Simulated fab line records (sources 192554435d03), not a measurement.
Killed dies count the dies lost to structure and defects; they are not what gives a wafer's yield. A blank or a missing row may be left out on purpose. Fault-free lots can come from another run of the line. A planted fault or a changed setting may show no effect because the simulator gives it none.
Which tool is to blame? || flow n5Finfet || 33 wafers from 11 lots sampled at 5 of the route's 1938 steps

== WHAT THE GAUGES SHOWED, per wafer ==
N5_BEOL_M11_CD_MEAS_11: the cd target is 64.1 nm.
{"lot": "L978", "measured": "day 11 18:13", "on": "cdSem-02", "cdNm (nm)": "64.3 64.8 64.4"}
{"lot": "L982", "measured": "day 12 10:52", "on": "cdSem-03", "cdNm (nm)": "64.8 64.7 64.4"}
{"lot": "L981", "measured": "day 12 11:16", "on": "cdSem-01", "cdNm (nm)": "63.9 63.3 64.1"}
{"lot": "L984", "measured": "day 12 13:02", "on": "cdSem-03", "cdNm (nm)": "63.6 63.3 63.7"}
{"lot": "L983", "measured": "day 12 13:56", "on": "cdSem-03", "cdNm (nm)": "64.7 64.9 65.2"}
{"lot": "L986", "measured": "day 13 08:02", "on": "cdSem-03", "cdNm (nm)": "64.6 64.4 65.1"}
{"lot": "L988", "measured": "day 13 11:54", "on": "cdSem-03", "cdNm (nm)": "63.8 64.2 64.2"}
{"lot": "L992", "measured": "day 15 04:26", "on": "cdSem-03", "cdNm (nm)": "64.8 64.1 64.1"}
{"lot": "L998", "measured": "day 16 20:01", "on": "cdSem-01", "cdNm (nm)": "64.7 64.8 64.7"}
{"lot": "L100", "measured": "day 17 03:53", "on": "cdSem-01", "cdNm (nm)": "64.3 64.4 64.5"}
{"lot": "L999", "measured": "day 17 04:35", "on": "cdSem-01", "cdNm (nm)": "65.2 66.1 64.4"}

N5_BEOL_M11_INSPECT_13: inspects for defects (brightfield).
{"lot": "L978", "measured": "day 11 18:16", "on": "defectInspect-01", "rawDefectCount": "334 425 368"}
{"lot": "L982", "measured": "day 12 10:55", "on": "defectInspect-02", "rawDefectCount": "360 528 431"}
{"lot": "L981", "measured": "day 12 11:20", "on": "defectInspect-01", "rawDefectCount": "434 395 376"}
{"lot": "L984", "measured": "day 12 13:06", "on": "defectInspect-02", "rawDefectCount": "561 333 496"}
{"lot": "L983", "measured": "day 12 13:59", "on": "defectInspect-01", "rawDefectCount": "382 428 525"}
{"lot": "L986", "measured": "day 13 08:06", "on": "defectInspect-01", "rawDefectCount": "302 363 361"}
{"lot": "L988", "measured": "day 13 11:57", "on": "defectInspect-01", "rawDefectCount": "350 294 408"}
{"lot": "L992", "measured": "day 15 04:30", "on": "defectInspect-01", "rawDefectCount": "293 465 1212"}
{"lot": "L998", "measured": "day 16 20:04", "on": "defectInspect-02", "rawDefectCount": "341 1150 359"}
{"lot": "L100", "measured": "day 17 03:57", "on": "defectInspect-01", "rawDefectCount": "496 579 398"}
{"lot": "L999", "measured": "day 17 04:38", "on": "defectInspect-01", "rawDefectCount": "289 289 271"}

N5_BEOL_M11_CD_MEAS_18: pitch 140 nm, target cd 70 nm.
{"lot": "L978", "measured": "day 11 18:46", "on": "cdSem-02", "cdNm (nm)": "70.3 70.6 70.2"}
{"lot": "L982", "measured": "day 12 11:25", "on": "cdSem-01", "cdNm (nm)": "71.4 70.4 70.6"}
{"lot": "L981", "measured": "day 12 11:49", "on": "cdSem-03", "cdNm (nm)": "69.6 69.0 69.9"}
{"lot": "L984", "measured": "day 12 13:41", "on": "cdSem-03", "cdNm (nm)": "69.3 69.5 69.4"}
{"lot": "L983", "measured": "day 12 14:31", "on": "cdSem-01", "cdNm (nm)": "69.9 71.5 71.5"}
{"lot": "L986", "measured": "day 13 08:35", "on": "cdSem-02", "cdNm (nm)": "71.0 69.9 70.2"}
{"lot": "L988", "measured": "day 13 12:29", "on": "cdSem-01", "cdNm (nm)": "70.5 69.4 69.6"}
{"lot": "L992", "measured": "day 15 04:59", "on": "cdSem-01", "cdNm (nm)": "70.0 70.3 69.6"}
{"lot": "L998", "measured": "day 16 20:43", "on": "cdSem-01", "cdNm (nm)": "70.6 70.5 70.7"}
{"lot": "L100", "measured": "day 17 04:32", "on": "cdSem-02", "cdNm (nm)": "70.6 71.0 71.0"}
{"lot": "L999", "measured": "day 17 05:08", "on": "cdSem-02", "cdNm (nm)": "71.0 71.1 70.2"}

== TOOL THAT RAN EACH LOT (tool first, then ch and the chambers of the sampled wafers, then the start) ==
{"lot": "L978", "N5_BEOL_M11_HM_DEP_02": "pvdSputter-02, day 11 17:43", "N5_BEOL_M11_DESCUM_16": "rieDiel-06 ch 0,2, day 11 18:18"}
{"lot": "L982", "N5_BEOL_M11_HM_DEP_02": "pvdSputter-01, day 12 10:22", "N5_BEOL_M11_DESCUM_16": "rieDiel-06 ch 0,3, day 12 10:57"}
{"lot": "L981", "N5_BEOL_M11_HM_DEP_02": "pvdSputter-03, day 12 10:46", "N5_BEOL_M11_DESCUM_16": "rieDiel-04 ch 0,1, day 12 11:22"}
{"lot": "L984", "N5_BEOL_M11_HM_DEP_02": "pvdSputter-01, day 12 12:40", "N5_BEOL_M11_DESCUM_16": "rieDiel-04 ch 0,1,2, day 12 13:08"}
{"lot": "L983", "N5_BEOL_M11_HM_DEP_02": "pvdSputter-03, day 12 13:26", "N5_BEOL_M11_DESCUM_16": "rieDiel-04 ch 0,3, day 12 14:01"}
{"lot": "L986", "N5_BEOL_M11_HM_DEP_02": "pvdSputter-01, day 13 07:29", "N5_BEOL_M11_DESCUM_16": "rieDiel-02 ch 0,1,2, day 13 08:08"}
{"lot": "L988", "N5_BEOL_M11_HM_DEP_02": "pvdSputter-01, day 13 11:24", "N5_BEOL_M11_DESCUM_16": "rieDiel-04 ch 1,3, day 13 11:59"}
{"lot": "L992", "N5_BEOL_M11_HM_DEP_02": "pvdSputter-03, day 15 03:57", "N5_BEOL_M11_DESCUM_16": "rieDiel-02 ch 0,1,2, day 15 04:32"}
{"lot": "L998", "N5_BEOL_M11_HM_DEP_02": "pvdSputter-03, day 16 19:31", "N5_BEOL_M11_DESCUM_16": "rieDiel-04 ch 1,2,3, day 16 20:07"}
{"lot": "L100", "N5_BEOL_M11_HM_DEP_02": "pvdSputter-01, day 17 03:23", "N5_BEOL_M11_DESCUM_16": "rieDiel-04 ch 1,3, day 17 04:05"}
{"lot": "L999", "N5_BEOL_M11_HM_DEP_02": "pvdSputter-02, day 17 04:13", "N5_BEOL_M11_DESCUM_16": "rieDiel-02 ch 0,1,2, day 17 04:41"}
- N5_BEOL_M11_HM_DEP_02: deposits TiN, target thk 20 nm.
- N5_BEOL_M11_DESCUM_16: chemistry O2, time 7.9 s.

== WHAT THE TOOLS THEMSELVES READ (means of the sampled wafers that have a number; where no wafer has one, the mark that the record gives instead) ==
N5_BEOL_M11_HM_DEP_02.
{"lot": "L978", "tool": "pvdSputter-02", "substrateTempC (C)": 25.00, "throttleValvePct (%)": 29.2}
{"lot": "L982", "tool": "pvdSputter-01", "substrateTempC (C)": 25.03, "throttleValvePct (%)": 30.6}
{"lot": "L981", "tool": "pvdSputter-03", "substrateTempC (C)": 24.96, "throttleValvePct (%)": 29.6}
{"lot": "L984", "tool": "pvdSputter-01", "substrateTempC (C)": 24.90, "throttleValvePct (%)": 30.3}
{"lot": "L983", "tool": "pvdSputter-03", "substrateTempC (C)": 25.03, "throttleValvePct (%)": 29.6}
{"lot": "L986", "tool": "pvdSputter-01", "substrateTempC (C)": 24.95, "throttleValvePct (%)": 30.2}
{"lot": "L988", "tool": "pvdSputter-01", "substrateTempC (C)": 25.07, "throttleValvePct (%)": 30.5}
{"lot": "L992", "tool": "pvdSputter-03", "substrateTempC (C)": 24.97, "throttleValvePct (%)": 29.6}
{"lot": "L998", "tool": "pvdSputter-03", "substrateTempC (C)": 25.01, "throttleValvePct (%)": 29.6}
{"lot": "L100", "tool": "pvdSputter-01", "substrateTempC (C)": 25.05, "throttleValvePct (%)": 31.4}
{"lot": "L999", "tool": "pvdSputter-02", "substrateTempC (C)": 25.02, "throttleValvePct (%)": 29.0}

N5_BEOL_M11_DESCUM_16.
{"lot": "L978", "tool": "rieDiel-06", "drypumpMotorCurrentA (A)": 5.9, "o2FlowSccm (sccm)": 225.2, "oesProductAu (a.u.)": 0.82, "rfVppV (V)": 245.1, "showerheadPlenumPTorr (Torr)": 2.16, "throttleValvePct (%)": 20.24}
{"lot": "L982", "tool": "rieDiel-06", "drypumpMotorCurrentA (A)": 5.9, "o2FlowSccm (sccm)": 225.1, "oesProductAu (a.u.)": 0.83, "rfVppV (V)": 242.6, "showerheadPlenumPTorr (Torr)": 2.10, "throttleValvePct (%)": 20.39}
{"lot": "L981", "tool": "rieDiel-04", "drypumpMotorCurrentA (A)": 6.0, "o2FlowSccm (sccm)": 226.9, "oesProductAu (a.u.)": 0.99, "rfVppV (V)": 242.6, "showerheadPlenumPTorr (Torr)": 2.11, "throttleValvePct (%)": 20.26}
{"lot": "L984", "tool": "rieDiel-04", "drypumpMotorCurrentA (A)": 5.8, "o2FlowSccm (sccm)": 225.1, "oesProductAu (a.u.)": 0.91, "rfVppV (V)": 243.3, "showerheadPlenumPTorr (Torr)": 2.17, "throttleValvePct (%)": 20.46}
{"lot": "L983", "tool": "rieDiel-04", "drypumpMotorCurrentA (A)": 5.7, "o2FlowSccm (sccm)": 226.0, "oesProductAu (a.u.)": 0.87, "rfVppV (V)": 243.1, "showerheadPlenumPTorr (Torr)": 2.16, "throttleValvePct (%)": 20.30}
{"lot": "L986", "tool": "rieDiel-02", "drypumpMotorCurrentA (A)": 5.9, "o2FlowSccm (sccm)": 225.0, "oesProductAu (a.u.)": 0.86, "rfVppV (V)": 244.4, "showerheadPlenumPTorr (Torr)": 2.14, "throttleValvePct (%)": 20.39}
{"lot": "L988", "tool": "rieDiel-04", "drypumpMotorCurrentA (A)": 5.7, "o2FlowSccm (sccm)": 225.2, "oesProductAu (a.u.)": 0.91, "rfVppV (V)": 242.1, "showerheadPlenumPTorr (Torr)": 2.06, "throttleValvePct (%)": 20.16}
{"lot": "L992", "tool": "rieDiel-02", "drypumpMotorCurrentA (A)": 5.9, "o2FlowSccm (sccm)": 224.8, "oesProductAu (a.u.)": 0.83, "rfVppV (V)": 244.1, "showerheadPlenumPTorr (Torr)": 2.13, "throttleValvePct (%)": 20.40}
{"lot": "L998", "tool": "rieDiel-04", "drypumpMotorCurrentA (A)": 5.5, "o2FlowSccm (sccm)": 224.2, "oesProductAu (a.u.)": 0.80, "rfVppV (V)": 244.2, "showerheadPlenumPTorr (Torr)": 2.11, "throttleValvePct (%)": 20.38}
{"lot": "L100", "tool": "rieDiel-04", "drypumpMotorCurrentA (A)": 5.7, "o2FlowSccm (sccm)": 225.0, "oesProductAu (a.u.)": 0.86, "rfVppV (V)": 243.0, "showerheadPlenumPTorr (Torr)": 2.06, "throttleValvePct (%)": 20.20}
{"lot": "L999", "tool": "rieDiel-02", "drypumpMotorCurrentA (A)": 5.9, "o2FlowSccm (sccm)": 225.0, "oesProductAu (a.u.)": 0.82, "rfVppV (V)": 243.6, "showerheadPlenumPTorr (Torr)": 2.13, "throttleValvePct (%)": 20.43}

== THE ANSWER, worked out from the rows above alone ==
Rule: what is usual is taken from the lots themselves. Put in order of their means at a reading, lots are off if they are a third of the lots or fewer, leave a main group of 4 or more, and stand apart from it by a gap of 3 or more times the standard deviation of the main group's means; of several such gaps the widest counts. If all means in a main group match to the digits the tables above print for the reading, that group is not used. A lot without any number at a reading at which 4 lots or more have one is off too. Where the step has rows for the other lots, those lots are counted as sound. Order of review: gauges by route order, followed by the tools' own readings, for which a lot's mean as printed above is used. At the first step where some lot is off, the reading lying furthest off is the one used; lots without a number count as furthest.
Nothing can be told from this: no lot is off at any reading shown.

== WHAT THE SIMULATOR HAD PUT IN ==
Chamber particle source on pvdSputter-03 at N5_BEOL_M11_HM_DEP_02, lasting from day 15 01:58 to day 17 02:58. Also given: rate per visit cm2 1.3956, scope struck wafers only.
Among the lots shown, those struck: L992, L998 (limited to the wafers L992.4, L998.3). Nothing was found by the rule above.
